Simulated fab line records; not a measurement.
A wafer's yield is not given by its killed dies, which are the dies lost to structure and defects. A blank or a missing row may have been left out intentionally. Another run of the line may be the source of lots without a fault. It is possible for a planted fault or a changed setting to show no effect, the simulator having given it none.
Which tool was responsible? / flow nandHarc / 33 wafers from 11 lots sampled at 6 of the route's 1302 steps

== WHAT EACH GAUGE READ, for each wafer ==
NHARC_P_GATE_CD_MEAS_91: target cd 2000 nm.
lot=L810; measured=day 6 01:35; on=cdSem-03; cdNm (nm)=1997.3 1994.5 1997.6
lot=L815; measured=day 7 22:00; on=cdSem-02; cdNm (nm)=1999.9 2001.6 1996.6
lot=L816; measured=day 8 05:16; on=cdSem-02; cdNm (nm)=1996.0 2000.0 1996.0
lot=L817; measured=day 8 15:11; on=cdSem-01; cdNm (nm)=1997.4 1998.8 1997.5
lot=L818; measured=day 9 02:10; on=cdSem-02; cdNm (nm)=1999.7 1995.8 1999.0
lot=L819; measured=day 9 22:49; on=cdSem-02; cdNm (nm)=1997.6 1997.3 1998.7
lot=L822; measured=day 10 20:25; on=cdSem-01; cdNm (nm)=2000.3 1995.9 1997.3
lot=L823; measured=day 11 00:54; on=cdSem-02; cdNm (nm)=1999.7 1998.2 2002.2
lot=L824; measured=day 11 19:37; on=cdSem-02; cdNm (nm)=2067.3 2068.3 2070.6
lot=L828; measured=day 13 06:52; on=cdSem-01; cdNm (nm)=2068.6 2069.7 2068.5
lot=L833; measured=day 15 10:20; on=cdSem-03; cdNm (nm)=2069.4 2070.3 2067.7

NHARC_END_SORT_01.
lot=L817; measured=day 27 18:38; on=prober-01; killedAtArray=52 46 45; killedAtOther=0 1 0; killedAtPeriphery=1 6 7; killedDies=53 53 52; killedOpen=5 8 6; killedShort=4 3 4
lot=L822; measured=day 30 10:35; on=prober-02; killedAtArray=61 44 60; killedAtOther=0 1 0; killedAtPeriphery=6 4 3; killedDies=67 49 63; killedOpen=3 4 7; killedShort=6 2 3
lot=L828; measured=day 31 21:38; on=prober-01; killedAtArray=74; killedAtOther=1; killedAtPeriphery=14; killedDies=89; killedOpen=0; killedShort=4

== WHICH TOOL RAN EACH LOT (tool, then ch and the chambers of the sampled wafers, then the start) ==
lot=L810; NHARC_P_GATE_ETCHBACK_37=rieDiel-05 ch 0,3, day 5 21:11 or earlier; NHARC_P_GATE_STRIP_101=rieDiel-05 ch 1,2,3, day 5 21:11; NHARC_P_GATE_EXPOSE_88=krfScanner-02 ch 0, day 6 01:26; NHARC_P_GATE_STRIP_95=plasmaAsher-02 ch 0,1, day 6 02:49
lot=L815; NHARC_P_GATE_ETCHBACK_37=rieDiel-10 ch 1,2, day 7 17:29 or earlier; NHARC_P_GATE_STRIP_101=rieDiel-10 ch 2,3, day 7 17:29; NHARC_P_GATE_EXPOSE_88=krfScanner-03 ch 0, day 7 21:50; NHARC_P_GATE_STRIP_95=plasmaAsher-02 ch 0,1, day 7 23:21
lot=L816; NHARC_P_GATE_ETCHBACK_37=rieDiel-10 ch 0,1,2, day 8 00:58 or earlier; NHARC_P_GATE_STRIP_101=rieDiel-10 ch 0,1,3, day 8 00:58; NHARC_P_GATE_EXPOSE_88=krfScanner-03 ch 0, day 8 05:07; NHARC_P_GATE_STRIP_95=plasmaAsher-02 ch 0,1, day 8 06:31
lot=L817; NHARC_P_GATE_ETCHBACK_37=rieDiel-09 ch 1,2, day 8 10:55 or earlier; NHARC_P_GATE_STRIP_101=rieDiel-09 ch 0,2,3, day 8 10:55; NHARC_P_GATE_EXPOSE_88=krfScanner-02 ch 0, day 8 15:02; NHARC_P_GATE_STRIP_95=plasmaAsher-01 ch 0,1, day 8 16:28
lot=L818; NHARC_P_GATE_ETCHBACK_37=rieDiel-09 ch 0,3, day 8 22:02 or earlier; NHARC_P_GATE_STRIP_101=rieDiel-09 ch 0,1,2, day 8 22:02; NHARC_P_GATE_EXPOSE_88=krfScanner-04 ch 0, day 9 02:00; NHARC_P_GATE_STRIP_95=plasmaAsher-01 ch 0,1, day 9 03:25
lot=L819; NHARC_P_GATE_ETCHBACK_37=rieDiel-10 ch 1,2,3, day 9 18:33 or earlier; NHARC_P_GATE_STRIP_101=rieDiel-10 ch 1,3, day 9 18:33; NHARC_P_GATE_EXPOSE_88=krfScanner-04 ch 0, day 9 22:40; NHARC_P_GATE_STRIP_95=plasmaAsher-01 ch 0,1, day 10 00:04
lot=L822; NHARC_P_GATE_ETCHBACK_37=rieDiel-09 ch 1,2,3, day 10 16:09 or earlier; NHARC_P_GATE_STRIP_101=rieDiel-09 ch 0,1,2, day 10 16:09; NHARC_P_GATE_EXPOSE_88=krfScanner-04 ch 0, day 10 20:16; NHARC_P_GATE_STRIP_95=plasmaAsher-01 ch 0,1, day 10 21:40
lot=L823; NHARC_P_GATE_ETCHBACK_37=rieDiel-10 ch 0,1,2, day 10 20:37 or earlier; NHARC_P_GATE_STRIP_101=rieDiel-10 ch 2,3, day 10 20:37; NHARC_P_GATE_EXPOSE_88=krfScanner-04 ch 0, day 11 00:44; NHARC_P_GATE_STRIP_95=plasmaAsher-02 ch 0,1, day 11 02:10
lot=L824; NHARC_P_GATE_ETCHBACK_37=rieDiel-09 ch 0,1,3, day 11 15:29 or earlier; NHARC_P_GATE_STRIP_101=rieDiel-09 ch 0,3, day 11 15:29; NHARC_P_GATE_EXPOSE_88=krfScanner-04 ch 0, day 11 19:27; NHARC_P_GATE_STRIP_95=plasmaAsher-02 ch 0,1, day 11 20:52
lot=L828; NHARC_P_GATE_ETCHBACK_37=rieDiel-05 ch 2,3, day 13 02:25 or earlier; NHARC_P_GATE_STRIP_101=rieDiel-05 ch 1,3, day 13 02:25; NHARC_P_GATE_EXPOSE_88=krfScanner-04 ch 0, day 13 06:42; NHARC_P_GATE_STRIP_95=plasmaAsher-02 ch 0,1, day 13 08:07
lot=L833; NHARC_P_GATE_ETCHBACK_37=rieDiel-09 ch 1,2, day 15 05:32 or earlier; NHARC_P_GATE_STRIP_101=rieDiel-09 ch 0,2, day 15 05:32; NHARC_P_GATE_EXPOSE_88=krfScanner-04 ch 0, day 15 10:10; NHARC_P_GATE_STRIP_95=plasmaAsher-02 ch 0, day 15 11:50
- NHARC_P_GATE_ETCHBACK_37: etches the open film in CHF3/O2, target depth 34.5 nm, time 17.2 s.
- NHARC_P_GATE_STRIP_101: strips in O2, time 20 s.
- NHARC_P_GATE_EXPOSE_88: exposes mask P HVN, target cd 2000 nm.
- NHARC_P_GATE_STRIP_95: strips in O2.

== WHAT THE TOOLS THEMSELVES READ (means of the sampled wafers that have a number; where no wafer has one, the mark that the record gives instead) ==
NHARC_P_GATE_ETCHBACK_37.
lot=L810; tool=rieDiel-05; drypumpMotorCurrentA (A)=6.5; oesProductAu (a.u.)=0.917; rfVppV (V)=369.4; showerheadPlenumPTorr (Torr)=2.33; throttleValvePct (%)=20.565
lot=L815; tool=rieDiel-10; drypumpMotorCurrentA (A)=5.0; oesProductAu (a.u.)=0.914; rfVppV (V)=371.3; showerheadPlenumPTorr (Torr)=2.45; throttleValvePct (%)=20.577
lot=L816; tool=rieDiel-10; drypumpMotorCurrentA (A)=5.1; oesProductAu (a.u.)=0.930; rfVppV (V)=369.9; showerheadPlenumPTorr (Torr)=2.37; throttleValvePct (%)=20.572
lot=L817; tool=rieDiel-09; drypumpMotorCurrentA (A)=5.1; oesProductAu (a.u.)=0.940; rfVppV (V)=370.0; showerheadPlenumPTorr (Torr)=2.36; throttleValvePct (%)=20.571
lot=L818; tool=rieDiel-09; drypumpMotorCurrentA (A)=5.8; oesProductAu (a.u.)=0.947; rfVppV (V)=370.8; showerheadPlenumPTorr (Torr)=2.39; throttleValvePct (%)=20.572
lot=L819; tool=rieDiel-10; drypumpMotorCurrentA (A)=5.0; oesProductAu (a.u.)=0.923; rfVppV (V)=370.9; showerheadPlenumPTorr (Torr)=2.44; throttleValvePct (%)=20.570
lot=L822; tool=rieDiel-09; drypumpMotorCurrentA (A)=5.2; oesProductAu (a.u.)=0.935; rfVppV (V)=369.3; showerheadPlenumPTorr (Torr)=2.37; throttleValvePct (%)=20.568
lot=L823; tool=rieDiel-10; drypumpMotorCurrentA (A)=5.1; oesProductAu (a.u.)=0.919; rfVppV (V)=370.4; showerheadPlenumPTorr (Torr)=2.37; throttleValvePct (%)=20.573
lot=L824; tool=rieDiel-09; drypumpMotorCurrentA (A)=5.4; oesProductAu (a.u.)=0.975; rfVppV (V)=370.9; showerheadPlenumPTorr (Torr)=2.40; throttleValvePct (%)=20.578
lot=L828; tool=rieDiel-05; drypumpMotorCurrentA (A)=6.4; oesProductAu (a.u.)=0.905; rfVppV (V)=369.8; showerheadPlenumPTorr (Torr)=2.38; throttleValvePct (%)=20.577
lot=L833; tool=rieDiel-09; drypumpMotorCurrentA (A)=4.9; oesProductAu (a.u.)=0.990; rfVppV (V)=370.2; showerheadPlenumPTorr (Torr)=2.40; throttleValvePct (%)=20.577

NHARC_P_GATE_STRIP_101.
lot=L810; tool=rieDiel-05; drypumpMotorCurrentA (A)=6.1; oesProductAu (a.u.)=1.003; rfVppV (V)=58.6; showerheadPlenumPTorr (Torr)=3.56; throttleValvePct (%)=17.042
lot=L815; tool=rieDiel-10; drypumpMotorCurrentA (A)=5.2; oesProductAu (a.u.)=1.005; rfVppV (V)=57.8; showerheadPlenumPTorr (Torr)=3.60; throttleValvePct (%)=17.045
lot=L816; tool=rieDiel-10; drypumpMotorCurrentA (A)=5.1; oesProductAu (a.u.)=1.000; rfVppV (V)=57.4; showerheadPlenumPTorr (Torr)=3.47; throttleValvePct (%)=17.032
lot=L817; tool=rieDiel-09; drypumpMotorCurrentA (A)=5.6; oesProductAu (a.u.)=1.010; rfVppV (V)=58.1; showerheadPlenumPTorr (Torr)=3.47; throttleValvePct (%)=17.042
lot=L818; tool=rieDiel-09; drypumpMotorCurrentA (A)=5.4; oesProductAu (a.u.)=1.008; rfVppV (V)=57.0; showerheadPlenumPTorr (Torr)=3.51; throttleValvePct (%)=17.030
lot=L819; tool=rieDiel-10; drypumpMotorCurrentA (A)=5.0; oesProductAu (a.u.)=0.986; rfVppV (V)=57.4; showerheadPlenumPTorr (Torr)=3.53; throttleValvePct (%)=17.036
lot=L822; tool=rieDiel-09; drypumpMotorCurrentA (A)=5.4; oesProductAu (a.u.)=1.003; rfVppV (V)=58.0; showerheadPlenumPTorr (Torr)=3.51; throttleValvePct (%)=17.034
lot=L823; tool=rieDiel-10; drypumpMotorCurrentA (A)=5.1; oesProductAu (a.u.)=1.007; rfVppV (V)=57.8; showerheadPlenumPTorr (Torr)=3.60; throttleValvePct (%)=17.041
lot=L824; tool=rieDiel-09; drypumpMotorCurrentA (A)=5.7; oesProductAu (a.u.)=1.012; rfVppV (V)=56.8; showerheadPlenumPTorr (Torr)=3.48; throttleValvePct (%)=17.033
lot=L828; tool=rieDiel-05; drypumpMotorCurrentA (A)=6.4; oesProductAu (a.u.)=0.980; rfVppV (V)=58.1; showerheadPlenumPTorr (Torr)=3.47; throttleValvePct (%)=17.040
lot=L833; tool=rieDiel-09; drypumpMotorCurrentA (A)=5.6; oesProductAu (a.u.)=1.006; rfVppV (V)=56.9; showerheadPlenumPTorr (Torr)=3.44; throttleValvePct (%)=17.033

NHARC_P_GATE_EXPOSE_88.
lot=L810; tool=krfScanner-02; exposureDoseMJCm2=11.871; reticleTempC (C)=23.21
lot=L815; tool=krfScanner-03; exposureDoseMJCm2=11.869; reticleTempC (C)=23.07
lot=L816; tool=krfScanner-03; exposureDoseMJCm2=11.856; reticleTempC (C)=23.03
lot=L817; tool=krfScanner-02; exposureDoseMJCm2=11.872; reticleTempC (C)=23.06
lot=L818; tool=krfScanner-04; exposureDoseMJCm2=11.891; reticleTempC (C)=22.88
lot=L819; tool=krfScanner-04; exposureDoseMJCm2=11.863; reticleTempC (C)=22.88
lot=L822; tool=krfScanner-04; exposureDoseMJCm2=11.870; reticleTempC (C)=22.91
lot=L823; tool=krfScanner-04; exposureDoseMJCm2=11.855; reticleTempC (C)=23.04
lot=L824; tool=krfScanner-04; exposureDoseMJCm2=17.930; reticleTempC (C)=22.92
lot=L828; tool=krfScanner-04; exposureDoseMJCm2=17.919; reticleTempC (C)=23.08
lot=L833; tool=krfScanner-04; exposureDoseMJCm2=17.934; reticleTempC (C)=23.07

NHARC_P_GATE_STRIP_95.
lot=L810; tool=plasmaAsher-02; drypumpMotorCurrentA (A)=5.6; heaterPowerW (W)=398; rfReflPowerW (W)=27
lot=L815; tool=plasmaAsher-02; drypumpMotorCurrentA (A)=5.4; heaterPowerW (W)=407; rfReflPowerW (W)=30
lot=L816; tool=plasmaAsher-02; drypumpMotorCurrentA (A)=5.6; heaterPowerW (W)=401; rfReflPowerW (W)=27
lot=L817; tool=plasmaAsher-01; drypumpMotorCurrentA (A)=6.3; heaterPowerW (W)=333; rfReflPowerW (W)=22
lot=L818; tool=plasmaAsher-01; drypumpMotorCurrentA (A)=6.1; heaterPowerW (W)=324; rfReflPowerW (W)=26
lot=L819; tool=plasmaAsher-01; drypumpMotorCurrentA (A)=6.1; heaterPowerW (W)=326; rfReflPowerW (W)=27
lot=L822; tool=plasmaAsher-01; drypumpMotorCurrentA (A)=6.4; heaterPowerW (W)=326; rfReflPowerW (W)=22
lot=L823; tool=plasmaAsher-02; drypumpMotorCurrentA (A)=5.5; heaterPowerW (W)=406; rfReflPowerW (W)=30
lot=L824; tool=plasmaAsher-02; drypumpMotorCurrentA (A)=5.6; heaterPowerW (W)=381; rfReflPowerW (W)=27
lot=L828; tool=plasmaAsher-02; drypumpMotorCurrentA (A)=5.6; heaterPowerW (W)=386; rfReflPowerW (W)=27
lot=L833; tool=plasmaAsher-02; drypumpMotorCurrentA (A)=5.3; heaterPowerW (W)=379; rfReflPowerW (W)=32

== THE ANSWER, worked out from the rows above alone ==
Rule: the usual values come from the lots themselves. Put in order of their means at a reading, lots are off if they are a third of the lots or fewer, leave a main group of 4 or more, and stand apart from it by a gap of 3 or more times the standard deviation of the main group's means; of several such gaps the widest counts. A main group is skipped when, at the precision printed for the reading in the tables above, its means are all equal. Also off: a lot with no number at a reading for which 4 or more lots have one. The other lots that the step has rows for count as sound. Order of review: gauges by route order, followed by the tools' own readings, for which a lot's mean as printed above is used. The first step at which some lot is off is used, and at that step the reading that is off furthest; a lot without a number counts as furthest.
Off, at NHARC_P_GATE_CD_MEAS_91 on cdNm: L824, L828, L833. For the main group the mean is 1998.1 nm and the standard deviation 1.
A tool fits if, at a process step before that reading, it ran every lot that is off, and no sound lot after the first of them. Not tried: the gauges at NHARC_P_GATE_CD_MEAS_91; whatever is off there is also off at NHARC_P_GATE_EXPOSE_88, on other tools, and gauge error can't account for it. NHARC_P_GATE_ETCHBACK_37: start missing for some lots; hours and lot order therefore follow NHARC_P_GATE_STRIP_101. One candidate fits, namely krfScanner-04 at NHARC_P_GATE_EXPOSE_88. A fault onset in the window from L823 (day 11 00:44, its last sound lot) to L824 (day 11 19:27, its first lot off) fits.
On the lots that are off, the tool's own readings at NHARC_P_GATE_EXPOSE_88 differ by more than 5 times the standard deviation of the sound lots' means, which bears it out; exposureDoseMJCm2 reads 17.928 there versus 11.868 on the sound lots.

== WHAT THE SIMULATOR HAD PUT IN ==
Drift in process parameters on krfScanner-04 at NHARC_P_GATE_EXPOSE_88, starting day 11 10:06. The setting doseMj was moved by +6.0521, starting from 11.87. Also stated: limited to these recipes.
Struck lots among those shown: L824, L828, L833. This agrees with what the rule above found.
